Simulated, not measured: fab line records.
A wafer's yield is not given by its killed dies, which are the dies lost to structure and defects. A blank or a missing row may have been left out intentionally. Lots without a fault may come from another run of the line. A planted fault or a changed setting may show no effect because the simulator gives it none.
Split-lot trial :: flow n5Finfet :: on a route of 1938 steps: 7 lots, 39 wafers read

== ON THE SPLIT ==
At N5_BEOL_M10_ETCH_62 (etches SOC in N2/H2, target depth 110 nm, overetch 22 nm, time 165 s), the setting timeS was moved away from the recipe's 165 s on 15 of the 39 wafers read, by +15.8% to +41.8%. This setting was run at the recipe's value on the other wafers.

== FROM THE SPLIT TO THE READING: what the file shows between them, 2 steps ==
- N5_BEOL_M10_STRIP_68: strips in N2/H2
- N5_BEOL_M10_STRIP_67: strips in CF4

== THE READING ==
oesProductAu, in a.u., at N5_BEOL_M10_HM_OPEN_17 (chemistry Cl2/BCl3, target TiN, target depth 20 nm, overetch 6 nm). Fault-free wafers of this fab line usually give 0.69 a.u., standard deviation 0.062 a.u.

wafer: L078.1
tool, chamber at the split: rieDiel-04, 0
timeS as run, s: 165
against the recipe: recipe
oesProductAu, a.u.: 0.69
against lot-mates on the recipe: -

wafer: L078.2
tool, chamber at the split: rieDiel-04, 2,1,0
timeS as run, s: 210.3
against the recipe: +27.5%
oesProductAu, a.u.: 0.66
against lot-mates on the recipe: -0.03

wafer: L078.3
tool, chamber at the split: rieDiel-04, 2,1,0
timeS as run, s: 210.3
against the recipe: +27.5%
oesProductAu, a.u.: 0.65
against lot-mates on the recipe: -0.04

wafer: L078.4
tool, chamber at the split: rieDiel-04, 3,1
timeS as run, s: 165
against the recipe: recipe
oesProductAu, a.u.: 0.69
against lot-mates on the recipe: -

wafer: L078.5
tool, chamber at the split: rieDiel-04, 3,1
timeS as run, s: 165
against the recipe: recipe
oesProductAu, a.u.: 0.69
against lot-mates on the recipe: -

wafer: L078.6
tool, chamber at the split: rieDiel-04, 2,1,0
timeS as run, s: 210.3
against the recipe: +27.5%
oesProductAu, a.u.: 0.65
against lot-mates on the recipe: -0.04

wafer: L081.1
tool, chamber at the split: rieDiel-02, 3
timeS as run, s: 230.6
against the recipe: +39.8%
oesProductAu, a.u.: 0.52
against lot-mates on the recipe: -0.12

wafer: L081.2
tool, chamber at the split: rieDiel-02, 2
timeS as run, s: 165
against the recipe: recipe
oesProductAu, a.u.: 0.65
against lot-mates on the recipe: -

wafer: L081.3
tool, chamber at the split: rieDiel-02, 0,1
timeS as run, s: 230.6
against the recipe: +39.8%
oesProductAu, a.u.: 0.53
against lot-mates on the recipe: -0.11

wafer: L081.4
tool, chamber at the split: rieDiel-02, 0,1
timeS as run, s: 230.6
against the recipe: +39.8%
oesProductAu, a.u.: 0.52
against lot-mates on the recipe: -0.12

wafer: L081.5
tool, chamber at the split: rieDiel-02, 3
timeS as run, s: 165
against the recipe: recipe
oesProductAu, a.u.: 0.63
against lot-mates on the recipe: -

wafer: L081.6
tool, chamber at the split: rieDiel-02, 2
timeS as run, s: 165
against the recipe: recipe
oesProductAu, a.u.: 0.65
against lot-mates on the recipe: -

wafer: L082.1
tool, chamber at the split: rieDiel-04, 2,3,0,3,2,0
timeS as run, s: 165
against the recipe: recipe
oesProductAu, a.u.: 0.64
against lot-mates on the recipe: -

wafer: L082.2
tool, chamber at the split: rieDiel-04, 2,3,0,3,2,0
timeS as run, s: 165
against the recipe: recipe
oesProductAu, a.u.: 0.65
against lot-mates on the recipe: -

wafer: L082.3
tool, chamber at the split: rieDiel-04, 2,3,0,3,2,0
timeS as run, s: 165
against the recipe: recipe
oesProductAu, a.u.: 0.64
against lot-mates on the recipe: -

wafer: L082.4
tool, chamber at the split: rieDiel-04, 2,3,0,3,2,0
timeS as run, s: 165
against the recipe: recipe
oesProductAu, a.u.: 0.66
against lot-mates on the recipe: -

wafer: L082.5
tool, chamber at the split: rieDiel-04, 2,3,0,3,2,0
timeS as run, s: 165
against the recipe: recipe
oesProductAu, a.u.: 0.64
against lot-mates on the recipe: -

wafer: L082.6
tool, chamber at the split: rieDiel-04, 2,3,0,3,2,0
timeS as run, s: 165
against the recipe: recipe
oesProductAu, a.u.: 0.65
against lot-mates on the recipe: -

wafer: L084.3
tool, chamber at the split: rieDiel-04, 1
timeS as run, s: 165
against the recipe: recipe
oesProductAu, a.u.: 0.79
against lot-mates on the recipe: -

wafer: L084.5
tool, chamber at the split: rieDiel-04, 2,1
timeS as run, s: 165
against the recipe: recipe
oesProductAu, a.u.: 0.85
against lot-mates on the recipe: -

wafer: L084.6
tool, chamber at the split: rieDiel-04, 2,1
timeS as run, s: 165
against the recipe: recipe
oesProductAu, a.u.: 0.78
against lot-mates on the recipe: -

wafer: L087.1
tool, chamber at the split: rieDiel-04, 1
timeS as run, s: 165
against the recipe: recipe
oesProductAu, a.u.: 0.68
against lot-mates on the recipe: -

wafer: L087.2
tool, chamber at the split: rieDiel-04, 0,2
timeS as run, s: 220.4
against the recipe: +33.6%
oesProductAu, a.u.: 0.62
against lot-mates on the recipe: -0.07

wafer: L087.3
tool, chamber at the split: rieDiel-04, 0,2
timeS as run, s: 220.4
against the recipe: +33.6%
oesProductAu, a.u.: 0.58
against lot-mates on the recipe: -0.11

wafer: L087.4
tool, chamber at the split: rieDiel-04, 3
timeS as run, s: 165
against the recipe: recipe
oesProductAu, a.u.: 0.72
against lot-mates on the recipe: -

wafer: L087.5
tool, chamber at the split: rieDiel-04, 1
timeS as run, s: 165
against the recipe: recipe
oesProductAu, a.u.: 0.67
against lot-mates on the recipe: -

wafer: L087.6
tool, chamber at the split: rieDiel-04, 2
timeS as run, s: 220.4
against the recipe: +33.6%
oesProductAu, a.u.: 0.62
against lot-mates on the recipe: -0.07

wafer: L096.1
tool, chamber at the split: rieDiel-02, 3
timeS as run, s: 234
against the recipe: +41.8%
oesProductAu, a.u.: 0.64
against lot-mates on the recipe: -0.13

wafer: L096.2
tool, chamber at the split: rieDiel-02, 1
timeS as run, s: 234
against the recipe: +41.8%
oesProductAu, a.u.: 0.61
against lot-mates on the recipe: -0.16

wafer: L096.3
tool, chamber at the split: rieDiel-02, 2
timeS as run, s: 165
against the recipe: recipe
oesProductAu, a.u.: 0.73
against lot-mates on the recipe: -

wafer: L096.4
tool, chamber at the split: rieDiel-02, 2
timeS as run, s: 165
against the recipe: recipe
oesProductAu, a.u.: 0.79
against lot-mates on the recipe: -

wafer: L096.5
tool, chamber at the split: rieDiel-02, 1
timeS as run, s: 234
against the recipe: +41.8%
oesProductAu, a.u.: 0.62
against lot-mates on the recipe: -0.15

wafer: L096.6
tool, chamber at the split: rieDiel-02, 3
timeS as run, s: 165
against the recipe: recipe
oesProductAu, a.u.: 0.79
against lot-mates on the recipe: -

wafer: L095.1
tool, chamber at the split: rieDiel-02, 0
timeS as run, s: 191
against the recipe: +15.8%
oesProductAu, a.u.: 0.62
against lot-mates on the recipe: -0.09

wafer: L095.2
tool, chamber at the split: rieDiel-02, 2,1
timeS as run, s: 165
against the recipe: recipe
oesProductAu, a.u.: 0.72
against lot-mates on the recipe: -

wafer: L095.3
tool, chamber at the split: rieDiel-02, 3
timeS as run, s: 165
against the recipe: recipe
oesProductAu, a.u.: 0.71
against lot-mates on the recipe: -

wafer: L095.4
tool, chamber at the split: rieDiel-02, 1
timeS as run, s: 191
against the recipe: +15.8%
oesProductAu, a.u.: 0.62
against lot-mates on the recipe: -0.09

wafer: L095.5
tool, chamber at the split: rieDiel-02, 2,1
timeS as run, s: 165
against the recipe: recipe
oesProductAu, a.u.: 0.71
against lot-mates on the recipe: -

wafer: L095.6
tool, chamber at the split: rieDiel-02, 0
timeS as run, s: 191
against the recipe: +15.8%
oesProductAu, a.u.: 0.62
against lot-mates on the recipe: -0.09
When a row names more than one chamber, that row covers several wafers, and the file does not tell which wafer ran in which chamber.

THE FIT
A straight line over all 39 wafers: oesProductAu changes by -0.0029 a.u. for each +1% of timeS; r = -0.67; the points scatter about the line by 0.054 a.u.
The same after taking each lot's own level away (the mean of its wafers on the recipe; 39 wafers): -0.00293 a.u. for each +1%; r = -0.89; scatter 0.025 a.u.
Per that fit: largest timeS move, reading shift of 0.12 a.u.
The span of the lots' own levels, 0.643 to 0.807 a.u., comes to 2.6 times the standard deviation stated above.
So the lot-to-lot level blurs the effect unless lot-mates are compared.
Check: -0.123 a.u. against its lot-mates is what the line predicts for one of the wafers moved furthest among these (+41.8%) when that wafer is left out of the fit. Against them it came out at -0.13 a.u.

== ADDITIONAL SPLITS CARRIED BY THESE WAFERS ==
Before the reading, these wafers also passed through other splits. Each is held against what the fit with the lots' levels taken away leaves over:
other split on the same wafers: N5_BEOL_M9_ETCH_62 timeS
wafers away from the commonest value: 18
r with oesProductAu (lot level and that fit taken away): -0.50

== THE WHOLE CHAIN: every reading that the file lists as answering this split, in the file's order ==
step: N5_BEOL_M10_ETCH_62
what it does: etches SOC in N2/H2, target depth 110 nm, overetch 22 nm, time 165 s
reading: SiARC_of_BEOL_M10_COAT_60.thkNm (the simulator's own value, which no gauge read)
change (the file's fit): -0.064 nm for each +1% of the setting
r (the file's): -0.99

step: N5_BEOL_M10_HM_OPEN_17
what it does: chemistry Cl2/BCl3, target TiN, target depth 20 nm, overetch 6 nm
reading: oesProductAu
change (the file's fit): -0.00295 a.u. for each +1% of the setting
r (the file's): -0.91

step: N5_BEOL_M10_HM_OPEN_17
what it does: chemistry Cl2/BCl3, target TiN, target depth 20 nm, overetch 6 nm
reading: etch.depthNm (the simulator's own value, which no gauge read)
change (the file's fit): -0.158 nm for each +1% of the setting
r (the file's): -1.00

== FILE'S OWN FIT ==
oesProductAu changes by -0.00295 a.u. for each +1% of timeS, r = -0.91.
